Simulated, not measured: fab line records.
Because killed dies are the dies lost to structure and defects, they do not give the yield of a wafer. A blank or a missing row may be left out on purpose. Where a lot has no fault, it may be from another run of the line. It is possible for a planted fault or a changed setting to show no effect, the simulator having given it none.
Comparing a struck lot with a sound one || flow nand-harc || 13 out of 1159 route steps
Sound: wafers L884.1, L884.3, L884.5. Struck: wafer L891.5. (L891.2, L891.3 of the same lot were not struck and are left out.) The cause comes at the end.
Order at every step that has rows: each side's tool, ch and its chambers, its first start. Under that, the readings that differ: sound wafers || struck wafers || difference of the means || sigmas: that difference in standard deviations of wafers without a fault.
alike: readings with means less than 2 such deviations apart, plus words and numbers identical on both sides. not compared: withheld readings, readings lacking a value on some wafer, bounds such as >300 that could conceal the same value, and numbers that have no deviation in the record and whose values overlap.
Wherever a step has rows on one side only, a row that says differs or no value, or a row with sigmas, the two part there. Numbers that don't overlap but have no deviation are shown without sigmas and don't part them. A reading that every wafer of one side lacks parts them only if that side has two wafers or more.

NHARC_A_SOURCE_PLATE_THK_MEAS_09: measures by ellipsometry.
  struck on film-metro-01, day 11 01:27; sound on film-metro-02, day 9 03:31
  alike: thk-nm
then, 3 steps without rows for these wafers: NHARC_A_SOURCE_PLATE_PVD_04 (deposits WSi2, target thk 50 nm); NHARC_A_SOURCE_PLATE_CVD_03 (deposits poly-Si, target thk 200 nm, time 4000 s); NHARC_A_SOURCE_PLATE_ANNEAL_05 (time 1800 s).
NHARC_A_SOURCE_PLATE_THK_MEAS_06: measures by ellipsometry.
  struck on film-metro-01, day 11 17:43; sound on film-metro-01, day 9 17:35
  alike: thk-nm
NHARC_A_SOURCE_PLATE_INSPECT_08:
  struck on defect-inspect-02, day 11 17:49; sound on defect-inspect-02, day 9 17:41
  alike: raw-defect-count
next comes 1 step that has no rows for these wafers: NHARC_A_ONON_D1_DEP_00 (target thickness 1000 nm).
NHARC_A_ONON_D1_THK_MEAS_02: measures by ellipsometry.
  struck on film-metro-01, day 11 18:23; sound on film-metro-01, day 9 18:16
{"reading": "thk-nm (nm)", "sound": "997 996 995", "struck": 1016, "difference": "+20", "sigmas": "+2"}
next comes 1 step that has no rows for these wafers: NHARC_A_ONON_D1_DEP_03 (target thickness 1000 nm).
NHARC_A_ONON_D1_THK_MEAS_05: measures by ellipsometry.
  struck on film-metro-02, day 11 19:05; sound on film-metro-01, day 9 18:51
{"reading": "thk-nm (nm)", "sound": "987 989 989", "struck": 1011, "difference": "+23", "sigmas": "+3"}
NHARC_A_ONON_D1_DEP_06: target thk 1000 nm.
  sound on pecvd-onon-02 ch 0, day 9 18:54; struck on pecvd-onon-02 ch 0, day 11 19:20
NHARC_A_ONON_D1_THK_MEAS_08: measures by ellipsometry.
  struck on film-metro-01, day 11 19:47; sound on film-metro-02, day 9 19:25
{"reading": "thk-nm (nm)", "sound": "990 988 988", "struck": 681, "difference": -308, "sigmas": -28}
next comes 1 step that has no rows for these wafers: NHARC_A_ONON_D1_DEP_09 (target thickness 1000 nm).

WHERE THEY PART
Last at NHARC_A_ONON_D1_THK_MEAS_08 as far as this record goes, first at NHARC_A_ONON_D1_THK_MEAS_02.

WHY: whatever the simulator had introduced
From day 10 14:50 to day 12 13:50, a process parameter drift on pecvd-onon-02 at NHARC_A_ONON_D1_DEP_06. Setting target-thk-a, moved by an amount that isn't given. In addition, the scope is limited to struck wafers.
